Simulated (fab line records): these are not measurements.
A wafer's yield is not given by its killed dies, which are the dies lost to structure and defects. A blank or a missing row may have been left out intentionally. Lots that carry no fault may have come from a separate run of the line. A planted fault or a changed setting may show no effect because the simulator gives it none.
fab line records + flow nandHarc
record:
- lots: 6
- wafers: 18
- lastDay: 24
route steps=1159 shown A_CONTACT@855 END@1159
lots that met no fault: from a run of the same line without faults
startH: hours from the record's first day to the start of the lot's first wafer shown + waitH: how many hours have passed since the lot's step before this one + " unchanged from the row above + L1.1+2: one row covering several wafers at once + - no value, or no start was given + * or withheld: withheld + < > ~ a bound
route shown NAME@n: a module of which the file shows steps, and the number in the route of the first + usual: mean/standard deviation of fault-free wafers + same: alike in all rows + chamber/n: place in a boat + sites: per-site readings + _std_site: the standard deviation of these + _edge_site: inner sites' mean taken away from outer sites' mean + radiusMm: how far each site lies from the wafer's centre + mask NAME#n: copy n + behind: the most recent tool/chamber to have shaped the wafer + hold: what put the lot on hold/how long, in hours/how the hold closed + device: whichever transistor did not switch (one of n, p or np) + end of line: tests run on the same wafers once the route is complete + step lacking rows: just its recipe + killed: not the wafer's yield, but the dies lost to structure and defects at the first sort + map: shows each die of a wafer: x if killed, . if not, _ if none is there
set.NAME: the run value of the setting; set.NAME@STEP: its run value at that earlier step + model.NAME: the simulator's own value behind a step, which no gauge read
lots at some steps of the route; a table a step, a row a wafer
services: from which hour (startH, from the record's first day; less than 0 if before it) a tool's chamber was out of use, for how many hours, and why
== steps ==
step: NHARC_A_CONTACT_OVL_MEAS_43
usual:
- overlayXNm: -0.3/0.72
- overlayYNm: -0.2/0.85
| lot.wafer | tool       | chamber | startH | waitH | overlayXNm | overlayYNm |
|-----------|------------|---------|--------|-------|------------|------------|
| L775.4    | overlay-01 | -       | 366.74 | -     | -0.1       | -0.2       |
| L775.5    | "          | -       | "      | "     | 0.0        | 0.3        |
| L775.6    | "          | -       | "      | "     | 0.2        | -0.4       |
| L778.1    | overlay-01 | -       | 370.56 | -     | -0.4       | 0.8        |
| L778.4    | "          | -       | "      | "     | -0.2       | 0.7        |
| L778.6    | "          | -       | "      | "     | -0.3       | 0.9        |
| L783.2    | overlay-02 | -       | 422.64 | -     | -0.1       | -0.5       |
| L783.3    | "          | -       | "      | "     | -0.2       | -0.3       |
| L783.6    | "          | -       | "      | "     | 0.3        | -0.4       |
| L785.1    | overlay-02 | -       | 431.48 | -     | 0.1        | -0.8       |
| L785.2    | "          | -       | "      | "     | 0.3        | -0.6       |
| L785.3    | "          | -       | "      | "     | 0.0        | -0.8       |
| L786.1    | overlay-02 | -       | 438.47 | -     | -1.4       | 0.0        |
| L786.4    | "          | -       | "      | "     | -1.6       | -0.7       |
| L786.6    | "          | -       | "      | "     | -1.9       | -0.8       |
| L798.4    | overlay-02 | -       | 507.45 | -     | -0.1       | 0.0        |
| L798.5    | "          | -       | "      | "     | 0.5        | -0.5       |
| L798.6    | "          | -       | "      | "     | -0.1       | -0.7       |
step: NHARC_A_CONTACT_INSPECT_44
usual:
- rawDefectCount: 26/12
| lot.wafer | tool             | chamber | startH | waitH | rawDefectCount |
|-----------|------------------|---------|--------|-------|----------------|
| L775.4    | defectInspect-02 | -       | 366.77 | 0.0   | 14             |
| L775.5    | "                | -       | "      | "     | 6              |
| L775.6    | "                | -       | "      | "     | 11             |
| L778.1    | defectInspect-02 | -       | 370.60 | 0.0   | 9              |
| L778.4    | "                | -       | "      | "     | 8              |
| L778.6    | "                | -       | "      | "     | 8              |
| L783.2    | defectInspect-02 | -       | 422.68 | 0.0   | 26             |
| L783.3    | "                | -       | "      | "     | 20             |
| L783.6    | "                | -       | "      | "     | 15             |
| L785.1    | defectInspect-02 | -       | 431.51 | 0.0   | 46             |
| L785.2    | "                | -       | "      | "     | 35             |
| L785.3    | "                | -       | "      | "     | 43             |
| L786.1    | defectInspect-02 | -       | 438.51 | 0.0   | 21             |
| L786.4    | "                | -       | "      | "     | 21             |
| L786.6    | "                | -       | "      | "     | 25             |
| L798.4    | defectInspect-02 | -       | 507.50 | 0.1   | 43             |
| L798.5    | "                | -       | "      | "     | 35             |
| L798.6    | "                | -       | "      | "     | 45             |
step: NHARC_A_CONTACT_DESCUM_47
recipe:
- timeS: 3
- o2FlowSccm: 200
- arFlowSccm: 0
- biasPowerW: 0
- chemistry: O2
usual:
- drypumpMotorCurrentA: 5.4/0.53
- mfcArSccm: 0.004/0.0057
- oesProductAu: 1.000/0.0089
- rfVppV: 57.8/0.79
- showerheadPlenumPTorr: 1.90/0.056
- throttleValvePct: 11.312/0.0086
| lot.wafer | tool       | chamber | startH | waitH | drypumpMotorCurrentA | mfcArSccm | oesProductAu | rfHoursCounterH | rfVppV | showerheadPlenumPTorr | throttleValvePct |
|-----------|------------|---------|--------|-------|----------------------|-----------|--------------|-----------------|--------|-----------------------|------------------|
| L775.4    | rieDiel-02 | 2       | 366.91 | 0.1   | 5.3                  | 0.014     | 1.011        | 5               | 58.0   | 1.89                  | 11.310           |
| L775.5    | "          | 1       | "      | "     | 5.3                  | 0         | 0.995        | -               | 57.8   | 1.88                  | 11.328           |
| L775.6    | "          | 2       | "      | "     | 5.4                  | 0.014     | 1.017        | -               | 58.8   | 1.89                  | 11.325           |
| L778.4    | rieDiel-02 | 0       | 370.66 | 0.1   | 4.7                  | 0         | 0.999        | 6               | 57.8   | 1.97                  | 11.305           |
| L778.1    | "          | 3       | "      | "     | 5.7                  | 0         | 0.987        | 5               | 57.5   | 1.85                  | 11.327           |
| L778.6    | "          | 0       | "      | "     | 4.7                  | 0         | 0.993        | -               | 57.2   | 1.97                  | 11.315           |
| L783.2    | rieDiel-02 | 2       | 422.74 | 0.1   | 5.3                  | 0.014     | 1.005        | 18              | 58.4   | 1.88                  | 11.298           |
| L783.3    | "          | 3       | "      | "     | 5.7                  | 0         | 0.998        | 18              | 56.8   | 1.84                  | 11.312           |
| L783.6    | "          | 2       | "      | "     | 5.3                  | 0.014     | 1.016        | -               | 57.0   | 1.88                  | 11.304           |
| L785.2    | rieDiel-03 | 1       | 431.57 | 0.1   | 4.9                  | 0         | 1.005        | 2               | 57.2   | 1.96                  | 11.311           |
| L785.3    | "          | 2       | "      | "     | 5.7                  | 0.012     | 1.014        | 13              | 58.0   | 2.00                  | 11.305           |
| L785.1    | "          | 0       | "      | "     | 5.6                  | 0.008     | 1.007        | 13              | 58.4   | 1.98                  | 11.316           |
| L786.1    | rieDiel-11 | 3       | 438.58 | 0.1   | 5.4                  | 0         | 0.990        | 26              | 57.6   | 1.82                  | 11.308           |
| L786.4    | "          | 0       | "      | "     | 6.1                  | 0         | 0.992        | 24              | 57.8   | 1.86                  | 11.317           |
| L786.6    | "          | 3       | "      | "     | 5.4                  | 0         | 0.991        | -               | 56.5   | 1.82                  | 11.318           |
| L798.4    | rieDiel-03 | 1       | 507.64 | 0.1   | 4.9                  | 0         | 1.014        | 29              | 57.9   | 1.95                  | 11.311           |
| L798.5    | "          | 2       | "      | "     | 5.6                  | 0.012     | 1.009        | -               | 58.5   | 1.99                  | 11.310           |
| L798.6    | "          | 3       | "      | "     | 6.7                  | 0         | 1.003        | -               | 57.6   | 1.86                  | 11.316           |
step: NHARC_A_CONTACT_ETCH_48
recipe:
- targetDepthA: 390
- overEtchFrac: 0.3
- timeS: 65
- ionEnergyEv: 80
- cf4FlowSccm: 150
- arFlowSccm: 0
- rfW: 300
- biasW: 100
- chemistry: CF4
step: NHARC_A_CONTACT_ETCH_49
recipe:
- targetDepthA: 2600
- overEtchFrac: 0.3
- timeS: 475.3
- ionEnergyEv: 200
- n2FlowSccm: 150
- h2FlowSccm: 150
- arFlowSccm: 0
- rfW: 400
- biasW: 150
- chemistry: N2/H2
step: NHARC_A_CONTACT_ETCH_50
recipe:
- targetDepthA: 847
- timeS: 42.4
- cf4FlowSccm: 100
- chf3FlowSccm: 30
- arFlowSccm: 0
- rfW: 500
- biasW: 200
- chemistry: CF4/CHF3
step: NHARC_A_CONTACT_ETCH_51
recipe:
- targetDepthA: 36000
- overEtchFrac: 0.3
- timeS: 936
- ionEnergyEv: 150
- o2FlowSccm: 400
- cosFlowSccm: 20
- arFlowSccm: 0
- rfW: 500
- biasW: 300
- chemistry: O2/COS
step: NHARC_A_CONTACT_ETCH_111
recipe:
- sourceW: withheld
- pressureMtorr: 20
- biasV: withheld
- timeS: 140
- targetDepthA: 7000
- arFlowSccm: withheld
- c4f8FlowSccm: withheld
- o2FlowSccm: withheld
- chemistry: C4F8/O2/Ar
step: NHARC_A_CONTACT_ETCH_112
recipe:
- sourceW: withheld
- pressureMtorr: 20
- biasV: 3000
- timeS: 94
- targetDepthA: 9220
- arFlowSccm: withheld
- c4f8FlowSccm: withheld
- o2FlowSccm: withheld
- chemistry: C4F8/O2/Ar
step: NHARC_A_CONTACT_ETCH_113
recipe:
- sourceW: withheld
- pressureMtorr: 20
- biasV: 3000
- timeS: 94
- targetDepthA: 9220
- arFlowSccm: withheld
- c4f8FlowSccm: withheld
- o2FlowSccm: withheld
- chemistry: C4F8/O2/Ar
step: NHARC_A_CONTACT_ETCH_114
recipe:
- sourceW: withheld
- pressureMtorr: 20
- biasV: 3000
- timeS: 94
- targetDepthA: 9220
- arFlowSccm: withheld
- c4f8FlowSccm: withheld
- o2FlowSccm: withheld
- chemistry: C4F8/O2/Ar
| lot.wafer | tool          | chamber | startH | waitH | rfHoursCounterH |
|-----------|---------------|---------|--------|-------|-----------------|
| L775.4    | harCapEtch-02 | 1       | 368.63 | 0.1   | -               |
| L775.6    | "             | 1       | "      | "     | -               |
| L775.5    | "             | 0       | "      | "     | -               |
| L778.1    | harCapEtch-03 | 0       | 372.31 | 0.1   | 78              |
| L778.4    | "             | 0       | "      | "     | -               |
| L778.6    | "             | 0       | "      | "     | -               |
| L783.2    | harCapEtch-03 | 0       | 424.40 | 0.1   | 89              |
| L783.3    | "             | 0       | "      | "     | -               |
| L783.6    | "             | 0       | "      | "     | -               |
| L785.1    | harCapEtch-01 | 1       | 433.22 | 0.1   | 67              |
| L785.2    | "             | 0       | "      | "     | 67              |
| L785.3    | "             | 0       | "      | "     | -               |
| L786.1    | harCapEtch-01 | 0       | 442.35 | 0.1   | 70              |
| L786.4    | "             | 0       | "      | "     | -               |
| L786.6    | "             | 1       | "      | "     | -               |
| L798.4    | harCapEtch-01 | 1       | 509.60 | 0.1   | -               |
| L798.5    | "             | 0       | "      | "     | -               |
| L798.6    | "             | 1       | "      | "     | -               |
step: NHARC_A_CONTACT_ETCH_115
recipe:
- sourceW: withheld
- pressureMtorr: 20
- biasV: 3000
- timeS: 94
- targetDepthA: 9220
- arFlowSccm: withheld
- c4f8FlowSccm: withheld
- o2FlowSccm: withheld
- chemistry: C4F8/O2/Ar
step: NHARC_A_CONTACT_ETCH_116
recipe:
- sourceW: withheld
- pressureMtorr: 20
- biasV: 3000
- timeS: 94
- targetDepthA: 9220
- arFlowSccm: withheld
- c4f8FlowSccm: withheld
- o2FlowSccm: withheld
- chemistry: C4F8/O2/Ar
| lot.wafer | tool          | chamber | startH | waitH | rfHoursCounterH |
|-----------|---------------|---------|--------|-------|-----------------|
| L775.4    | harCapEtch-02 | 1       | 368.87 | 0.1   | -               |
| L775.6    | "             | 1       | "      | "     | -               |
| L775.5    | "             | 0       | "      | "     | -               |
| L778.1    | harCapEtch-03 | 0       | 372.49 | 0.1   | 78              |
| L778.4    | "             | 0       | "      | "     | -               |
| L778.6    | "             | 0       | "      | "     | -               |
| L783.2    | harCapEtch-03 | 0       | 424.59 | 0.1   | 89              |
| L783.3    | "             | 0       | "      | "     | -               |
| L783.6    | "             | 0       | "      | "     | -               |
| L785.1    | harCapEtch-01 | 1       | 433.40 | 0.1   | 67              |
| L785.2    | "             | 0       | "      | "     | 67              |
| L785.3    | "             | 0       | "      | "     | -               |
| L786.1    | harCapEtch-01 | 0       | 442.54 | 0.1   | 70              |
| L786.4    | "             | 0       | "      | "     | -               |
| L786.6    | "             | 1       | "      | "     | -               |
| L798.4    | harCapEtch-01 | 1       | 509.78 | 0.1   | -               |
| L798.5    | "             | 0       | "      | "     | -               |
| L798.6    | "             | 1       | "      | "     | -               |
step: NHARC_A_CONTACT_ETCH_117
recipe:
- sourceW: withheld
- pressureMtorr: 20
- biasV: 3000
- timeS: 94
- targetDepthA: 9220
- arFlowSccm: withheld
- c4f8FlowSccm: withheld
- o2FlowSccm: withheld
- chemistry: C4F8/O2/Ar
step: NHARC_A_CONTACT_ETCH_118
recipe:
- sourceW: withheld
- pressureMtorr: 20
- biasV: 3000
- timeS: 94
- targetDepthA: 9220
- arFlowSccm: withheld
- c4f8FlowSccm: withheld
- o2FlowSccm: withheld
- chemistry: C4F8/O2/Ar
step: NHARC_A_CONTACT_ETCH_119
recipe:
- sourceW: withheld
- pressureMtorr: 20
- biasV: 3000
- timeS: 94
- targetDepthA: 9220
- arFlowSccm: withheld
- c4f8FlowSccm: withheld
- o2FlowSccm: withheld
- chemistry: C4F8/O2/Ar
step: NHARC_A_CONTACT_ETCH_120
recipe:
- sourceW: withheld
- pressureMtorr: 20
- biasV: 3000
- timeS: 94
- targetDepthA: 9220
- arFlowSccm: withheld
- c4f8FlowSccm: withheld
- o2FlowSccm: withheld
- chemistry: C4F8/O2/Ar
step: NHARC_A_CONTACT_ETCH_121
recipe:
- sourceW: withheld
- pressureMtorr: 20
- biasV: 3000
- timeS: 94
- targetDepthA: 9220
- arFlowSccm: withheld
- c4f8FlowSccm: withheld
- o2FlowSccm: withheld
- chemistry: C4F8/O2/Ar
step: NHARC_A_CONTACT_ETCH_122
recipe:
- sourceW: withheld
- pressureMtorr: 20
- biasV: 3000
- timeS: 95
- targetDepthA: 9300
- arFlowSccm: withheld
- c4f8FlowSccm: withheld
- o2FlowSccm: withheld
- chemistry: C4F8/O2/Ar
| lot.wafer | tool          | chamber | startH | waitH | rfHoursCounterH |
|-----------|---------------|---------|--------|-------|-----------------|
| L775.4    | harCapEtch-02 | 1       | 369.60 | 0.1   | -               |
| L775.6    | "             | 1       | "      | "     | -               |
| L775.5    | "             | 0       | "      | "     | -               |
| L778.1    | harCapEtch-03 | 0       | 373.03 | 0.1   | 79              |
| L778.4    | "             | 0       | "      | "     | -               |
| L778.6    | "             | 0       | "      | "     | -               |
| L783.2    | harCapEtch-03 | 0       | 425.13 | 0.1   | 90              |
| L783.3    | "             | 0       | "      | "     | -               |
| L783.6    | "             | 0       | "      | "     | -               |
| L785.1    | harCapEtch-01 | 1       | 433.95 | 0.1   | 68              |
| L785.2    | "             | 0       | "      | "     | 68              |
| L785.3    | "             | 0       | "      | "     | -               |
| L786.1    | harCapEtch-01 | 0       | 443.08 | 0.1   | 70              |
| L786.4    | "             | 0       | "      | "     | -               |
| L786.6    | "             | 1       | "      | "     | -               |
| L798.4    | harCapEtch-01 | 1       | 510.32 | 0.1   | -               |
| L798.5    | "             | 0       | "      | "     | -               |
| L798.6    | "             | 1       | "      | "     | -               |
step: NHARC_A_CONTACT_ETCH_123
recipe:
- sourceW: withheld
- pressureMtorr: 20
- biasV: 400
- timeS: 253
- targetDepthA: 10900
- arFlowSccm: withheld
- c4f8FlowSccm: 11.5
- o2FlowSccm: 7.2
- chemistry: C4F8/O2/Ar
step: NHARC_A_CONTACT_ETCH_90
recipe:
- targetDepthA: 400
- overEtchFrac: 0.5
- timeS: 85.7
- ionEnergyEv: 120
- ch3fFlowSccm: 50
- o2FlowSccm: 30
- arFlowSccm: 200
- rfW: 500
- biasW: 100
- chemistry: CH3F/O2
step: NHARC_A_CONTACT_ETCH_96
recipe:
- targetDepthA: 200
- overEtchFrac: 0.5
- timeS: 10
- ionEnergyEv: 250
- c4f6FlowSccm: 25
- o2FlowSccm: 20
- arFlowSccm: 500
- rfW: 600
- biasW: 500
- chemistry: C4F6/O2
usual:
- drypumpMotorCurrentA: 5.6/0.54
- mfcArSccm: 500.2/1.6
- oesProductAu: 0.967/0.023
- rfVppV: 546.5/2.6
- showerheadPlenumPTorr: 3.90/0.11
- throttleValvePct: 26.903/0.0091
| lot.wafer | tool       | chamber | startH | waitH | drypumpMotorCurrentA | mfcArSccm | oesProductAu | rfHoursCounterH | rfVppV | showerheadPlenumPTorr | throttleValvePct |
|-----------|------------|---------|--------|-------|----------------------|-----------|--------------|-----------------|--------|-----------------------|------------------|
| L775.4    | rieDiel-02 | 2       | -      | -     | 5.4                  | 500.4     | 0.957        | 6               | 546.5  | 3.87                  | 26.904           |
| L775.6    | "          | 2       | "      | "     | 5.4                  | 500.1     | 0.945        | -               | 544.5  | 3.87                  | 26.920           |
| L775.5    | "          | 3       | "      | "     | 5.7                  | 501.1     | 0.929        | -               | 543.8  | 3.80                  | 26.901           |
| L778.1    | rieDiel-02 | 2       | -      | -     | 5.4                  | 502.7     | 0.953        | 7               | 545.0  | 3.87                  | 26.902           |
| L778.4    | "          | 0       | "      | "     | 4.7                  | 497.8     | 0.944        | 6               | 549.1  | 4.03                  | 26.921           |
| L778.6    | "          | 1       | "      | "     | 5.4                  | 500.9     | 0.953        | -               | 545.5  | 3.87                  | 26.902           |
| L783.3    | rieDiel-02 | 3       | -      | -     | 5.7                  | 499.8     | 0.953        | 19              | 544.0  | 3.79                  | 26.896           |
| L783.2    | "          | 0       | "      | "     | 4.7                  | 501.3     | 0.947        | 18              | 549.0  | 4.02                  | 26.915           |
| L783.6    | "          | 2       | "      | "     | 5.4                  | 497.1     | 0.971        | -               | 544.2  | 3.87                  | 26.886           |
| L785.1    | rieDiel-02 | 2       | 434.81 | 0.1   | 5.4                  | 501.2     | 1.018        | 22              | 546.3  | 3.86                  | 26.880           |
| L785.2    | "          | 3       | "      | "     | 5.7                  | 499.3     | 0.996        | 21              | 543.9  | 3.79                  | 26.913           |
| L785.3    | "          | 0       | "      | "     | 4.7                  | 499.5     | 1.005        | 21              | 547.9  | 4.02                  | 26.928           |
| L786.1    | rieDiel-02 | 3       | 443.94 | 0.1   | 5.7                  | 499.1     | 0.987        | 24              | 544.8  | 3.79                  | 26.888           |
| L786.6    | "          | 2       | "      | "     | 5.4                  | 499.8     | 0.997        | -               | 545.2  | 3.86                  | 26.901           |
| L786.4    | "          | 3       | "      | "     | 5.7                  | 501.2     | 0.977        | -               | 545.3  | 3.79                  | 26.899           |
| L798.4    | rieDiel-03 | 3       | -      | -     | 6.8                  | 502.0     | 0.966        | 44              | 545.1  | 3.83                  | 26.908           |
| L798.5    | "          | 1       | "      | "     | 4.9                  | 501.5     | 0.968        | -               | 549.1  | 3.99                  | 26.905           |
| L798.6    | "          | 2       | "      | "     | 5.7                  | 497.6     | 0.973        | -               | 548.6  | 4.07                  | 26.904           |
step: NHARC_A_CONTACT_CD_MEAS_53
usual:
- cdNm: 189.6/0.78
| lot.wafer | tool     | chamber | startH | waitH | cdNm  |
|-----------|----------|---------|--------|-------|-------|
| L775.4    | cdSem-01 | -       | 370.61 | -     | 189.5 |
| L775.5    | "        | -       | "      | "     | 189.5 |
| L775.6    | "        | -       | "      | "     | 188.4 |
| L778.1    | cdSem-02 | -       | 373.95 | -     | 189.6 |
| L778.4    | "        | -       | "      | "     | 190.4 |
| L778.6    | "        | -       | "      | "     | 189.6 |
| L783.2    | cdSem-01 | -       | 426.05 | -     | 189.2 |
| L783.3    | "        | -       | "      | "     | 188.9 |
| L783.6    | "        | -       | "      | "     | 188.7 |
| L785.1    | cdSem-02 | -       | 434.90 | -     | 189.2 |
| L785.2    | "        | -       | "      | "     | 189.1 |
| L785.3    | "        | -       | "      | "     | 189.3 |
| L786.1    | cdSem-02 | -       | 444.03 | -     | 189.4 |
| L786.4    | "        | -       | "      | "     | 188.8 |
| L786.6    | "        | -       | "      | "     | 189.1 |
| L798.4    | cdSem-03 | -       | 511.28 | -     | 188.2 |
| L798.5    | "        | -       | "      | "     | 187.0 |
| L798.6    | "        | -       | "      | "     | 188.2 |
step: NHARC_A_CONTACT_STRIP_99
recipe:
- n2FlowSccm: 150
- h2FlowSccm: 150
- arFlowSccm: 0
- biasW: 0
- chemistry: N2/H2
step: NHARC_A_CONTACT_STRIP_100
recipe:
- cf4FlowSccm: 100
- chf3FlowSccm: 30
- arFlowSccm: 0
- biasW: 0
- chemistry: CF4/CHF3
step: NHARC_A_CONTACT_STRIP_101
recipe:
- o2FlowSccm: 400
- cosFlowSccm: 20
- arFlowSccm: 0
- biasW: 0
- chemistry: O2/COS
step: NHARC_A_CONTACT_ETCH_102
recipe:
- targetDepthA: 700
- overetchA: 70
- timeS: 38.5
- ionEnergyEv: 100
- cf4FlowSccm: 80
- o2FlowSccm: 20
- arFlowSccm: 0
- rfW: 300
- biasW: 100
- chemistry: CF4/O2
step: NHARC_A_CONTACT_STRIP_55
recipe:
- o2FlowSccm: 500
- arFlowSccm: 0
- biasW: 0
- chemistry: O2
step: NHARC_A_CONTACT_STRIP_56
recipe:
- timeS: 600
- tempC: 30
- chemistry: postEtchResidueRemover
step: NHARC_A_CONTACT_DEP_57
recipe:
- targetThkA: 28000
- tempC: 400
- material: aC
step: NHARC_A_CONTACT_DEP_58
recipe:
- targetThkA: 600
- targetThkNm: 60
- tempC: 400
- pressureTorr: 3.5
- flowSccm: 200
- rfW: 350
- material: SiON
usual:
- heaterPowerW: 736/79
| lot.wafer | tool     | chamber | startH | waitH | heaterPowerW |
|-----------|----------|---------|--------|-------|--------------|
| L775.4    | pecvd-04 | 1       | 373.52 | 0.7   | 696          |
| L775.6    | "        | 2       | "      | "     | 877          |
| L775.5    | "        | 0       | "      | "     | 699          |
| L778.1    | pecvd-02 | 1       | 376.69 | 1.5   | 679          |
| L778.4    | "        | 0       | "      | "     | 635          |
| L778.6    | "        | 2       | "      | "     | 865          |
| L783.3    | pecvd-02 | 1       | 428.91 | 0.9   | 707          |
| L783.2    | "        | 2       | "      | "     | 715          |
| L783.6    | "        | 2       | "      | "     | 712          |
| L785.3    | pecvd-03 | 1       | 438.70 | 0.9   | 772          |
| L785.1    | "        | 2       | "      | "     | 614          |
| L785.2    | "        | 0       | "      | "     | 811          |
| L786.1    | pecvd-03 | 2       | 446.71 | 1.5   | 713          |
| L786.4    | "        | 1       | "      | "     | 891          |
| L786.6    | "        | 2       | "      | "     | 727          |
| L798.6    | pecvd-03 | 2       | 514.07 | 0.1   | 762          |
| L798.5    | "        | 0       | "      | "     | 691          |
| L798.4    | "        | 1       | "      | "     | 837          |
step: NHARC_A_CONTACT_DEHYDRATE_59
recipe:
- tempC: 150
- timeS: 120
step: NHARC_A_CONTACT_HMDS_60
recipe:
- timeS: 30
step: NHARC_A_CONTACT_COAT_61
recipe:
- tempC: 260
- timeS: 75
step: NHARC_A_CONTACT_COAT_62
recipe:
- tempC: 225
- timeS: 65
step: NHARC_A_CONTACT_COAT_63
recipe:
- spinRpm: 1500
- resistThkNm: 90
step: NHARC_A_CONTACT_SOFTBAKE_64
recipe:
- tempC: 105
- timeS: 55
step: NHARC_A_CONTACT_EBR_65
step: NHARC_A_CONTACT_EXPOSE_66
recipe:
- na: 1.35
- sigmaOuter: 0.8
- doseMj: 59.02
- maskId: A_CC_2
step: NHARC_A_CONTACT_PEB_67
recipe:
- pebTempC: 100
- pebTimeS: 65
step: NHARC_A_CONTACT_DEVELOP_68
recipe:
- developTimeS: 35
- devTempC: 23
step: NHARC_A_CONTACT_CD_MEAS_69
recipe:
- targetCdNm: 200
- landingEnergyEv: 500
usual:
- cdNm: 199.8/0.57
| lot.wafer | tool     | chamber | startH | waitH | cdNm  |
|-----------|----------|---------|--------|-------|-------|
| L775.4    | cdSem-03 | 0       | 374.17 | -     | 200.0 |
| L775.5    | "        | 0       | "      | "     | 200.8 |
| L775.6    | "        | 0       | "      | "     | 200.1 |
| L778.1    | cdSem-01 | 0       | 377.38 | -     | 199.7 |
| L778.4    | "        | 0       | "      | "     | 199.7 |
| L778.6    | "        | 0       | "      | "     | 199.8 |
| L783.2    | cdSem-02 | 0       | 429.61 | -     | 200.2 |
| L783.3    | "        | 0       | "      | "     | 199.7 |
| L783.6    | "        | 0       | "      | "     | 199.8 |
| L785.1    | cdSem-01 | 0       | 439.31 | -     | 199.5 |
| L785.2    | "        | 0       | "      | "     | 199.4 |
| L785.3    | "        | 0       | "      | "     | 199.9 |
| L786.1    | cdSem-02 | 0       | 447.41 | -     | 198.7 |
| L786.4    | "        | 0       | "      | "     | 199.5 |
| L786.6    | "        | 0       | "      | "     | 199.3 |
| L798.4    | cdSem-02 | 0       | 514.74 | -     | 199.9 |
| L798.5    | "        | 0       | "      | "     | 200.0 |
| L798.6    | "        | 0       | "      | "     | 199.8 |
step: NHARC_END_SORT_01
recipe:
- tempC: 25
usual:
- killedAtArray: 26/10
- killedAtOther: 0.5/0.87
- killedAtPeriphery: 3.0/2.5
- killedDies: 29/11
- killedOpen: 3.3/1.9
- killedShort: 1.8/1.5
same:
- grossDies: 677
| lot.wafer | tool      | chamber | startH | waitH | killedAtArray | killedAtOther | killedAtPeriphery | killedDies | killedOpen | killedShort |
|-----------|-----------|---------|--------|-------|---------------|---------------|-------------------|------------|------------|-------------|
| L785.2    | prober-02 | 0       | 499.92 | 2.8   | 94            | 0             | 3                 | 97         | 5          | 1           |
| L785.3    | prober-02 | 0       | 500.73 | 3.1   | 102           | 0             | 0                 | 102        | 1          | 0           |
| L786.1    | prober-01 | 0       | 511.50 | 2.5   | 80            | 0             | 3                 | 83         | 2          | 1           |
| L786.4    | prober-01 | 0       | 513.89 | 3.4   | 76            | 0             | 6                 | 82         | 2          | 3           |
killed by level:class
L785.2 A_CONTACT:unspecified=58 A_CHANNEL_HOLE_D1:chamberFilmFlake=17 A_SLIT:chamberFilmFlake=9 A_M1:chamberFilmFlake=5 A_CONTACT:geometricParticle:open=2 P_M1:geometricParticle:open=1 P_BONDPAD:geometricParticle:open=1 A_ONON_D1:geometricParticle:open=1
L785.3 A_CONTACT:unspecified=60 A_CHANNEL_HOLE_D1:chamberFilmFlake=23 A_SLIT:chamberFilmFlake=12 A_M1:chamberFilmFlake=6 A_CONTACT:geometricParticle:open=1
L786.1 A_CONTACT:unspecified=61 A_SLIT:chamberFilmFlake=13 A_CHANNEL_HOLE_D1:chamberFilmFlake=3 P_M0:geometricParticle:open=1 A_STAIRCASE:geometricParticle:open=1 A_SGD_CUT:geometricParticle:short=1 P_STI:chamberFilmFlake=1 P_GATE:chamberFilmFlake=1
L786.4 A_CONTACT:unspecified=53 A_SLIT:chamberFilmFlake=12 P_GATE:chamberFilmFlake=3 A_CHANNEL_HOLE_D1:chamberFilmFlake=3 A_CONTACT:geometricParticle:open=2 A_CONTACT:chamberFilmFlake=2 P_CONTACT:geometricParticle:short=1 A_CHANNEL_FILL_D1:geometricParticle:short=1
map L785.3 (x killed, . not)
____________.____________
_________......._________
_______........xxx_______
______........xxxxx______
_____..........xxxxx_____
____...........xxxxxx____
____...........xxxxxx____
___...........xxxxxxxx___
___.............xxxxxx___
__x.............xxxxxx.__
__..............x.xxx.x__
_.x............xx.x.xxxx_
_.....x...........x....._
_..xxxx..........x......_
_.x.xxx................._
_....x.x.............x.._
...x..x..................
.........................
....x....................
....x............x.......
.............x...........
_..............x..x....._
_............xx........._
_............xxxxx......_
_.............xxxx......_
_...........x....x......_
__.........xxx.........__
__...............x.....__
___...........x.x.....___
___...........x.......___
____.................____
____.................____
_____..........x...._____
______.............______
_______..........._______
_________......._________
____________.____________
map L786.1 (x killed, . not)
____________.____________
_________.....xx_________
_______.......xxxx_______
______........xxxxx______
_____.....x...xxxxxx_____
____...........xxxxxx____
____...........xxxxxx____
___...xx......xxxxxxxx___
___............xxxxxxx___
__.x............xxxxxx.__
__.............x.xxxxx.__
_.x...xx........x.xxx..._
_................x......_
_.....x................._
_..xxxx................._
_...x..................._
...x.x.x.................
.........................
.........................
.........................
.................x.......
_....................x.._
_......................._
_......................._
_......................._
_......................._
__.....................__
__.....................__
___.x.................___
___x..................___
____.................____
____.................____
_____x.............._____
______....x........______
_______..........._______
_________......._________
____________.____________
== services ==
| tool          | chamber | startH | hours | kind   |
|---------------|---------|--------|-------|--------|
| rieDiel-11    | -       | 346.13 | 0.5   | repair |
| pecvd-02      | -       | 346.75 | 3.3   | repair |
| rieDiel-03    | 1       | 350.16 | 4.0   | repair |
| rieDiel-11    | -       | 355.38 | 0.4   | repair |
| rieDiel-11    | 1       | 361.75 | 2.5   | repair |
| rieDiel-02    | 0       | 362.68 | -     | clean  |
| rieDiel-02    | 1       | 362.68 | -     | clean  |
| rieDiel-02    | 2       | 362.68 | -     | clean  |
| rieDiel-02    | 3       | 362.68 | -     | clean  |
| rieDiel-11    | -       | 366.50 | 9.0   | pm     |
| pecvd-04      | -       | 376.00 | 13.0  | pm     |
| rieDiel-02    | 0       | 387.20 | -     | clean  |
| rieDiel-02    | 1       | 387.20 | -     | clean  |
| rieDiel-02    | 2       | 387.20 | -     | clean  |
| rieDiel-03    | -       | 392.47 | 9.0   | pm     |
| rieDiel-02    | -       | 406.24 | 0.3   | repair |
| harCapEtch-03 | -       | 407.80 | 0.5   | repair |
| rieDiel-02    | 1       | 428.88 | 15.5  | repair |
| pecvd-03      | -       | 448.93 | 0.7   | repair |
| pecvd-03      | -       | 473.55 | 13.0  | pm     |
| rieDiel-11    | 2       | 473.71 | 9.0   | repair |
| pecvd-04      | 1       | 489.99 | 3.5   | repair |
| rieDiel-11    | 3       | 504.03 | 5.2   | repair |
| rieDiel-02    | -       | 506.18 | 9.0   | pm     |
== key ==
firstSign:
- step: NHARC_END_SORT_01
- reading: killedAtArray
- direction: up
- sigmas: 6.2
- usual: 26
- struck: 88
effect:
- step: NHARC_END_SORT_01
- reading: killedDies
- direction: up
- sigmas: 5.8
- usual: 29
- struck: 91
moreKillsBornAt:
- NHARC_A_CONTACT_ETCH_116@harCapEtch-01: 231
metAt NHARC_A_CONTACT_ETCH_116
struckWafers L785.2,L785.3,L786.1,L786.4
testerLeftOut L785,L786
fault:
- kind: chamberParticleSource
- tool: harCapEtch-01
- chamber: 0
- onsetH: 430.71
- steps: NHARC_A_CONTACT_ETCH_116
- ratePerVisitCm2: 1.5471
- endH: 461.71
testerLeftOut: of these lots the tester's yield and bins aren't shown, on N5 and GAA mostly nor the transistor test; their killed dies are dies lost to structure and defects alone, not to doping, threshold or leakage, so they don't give the yield
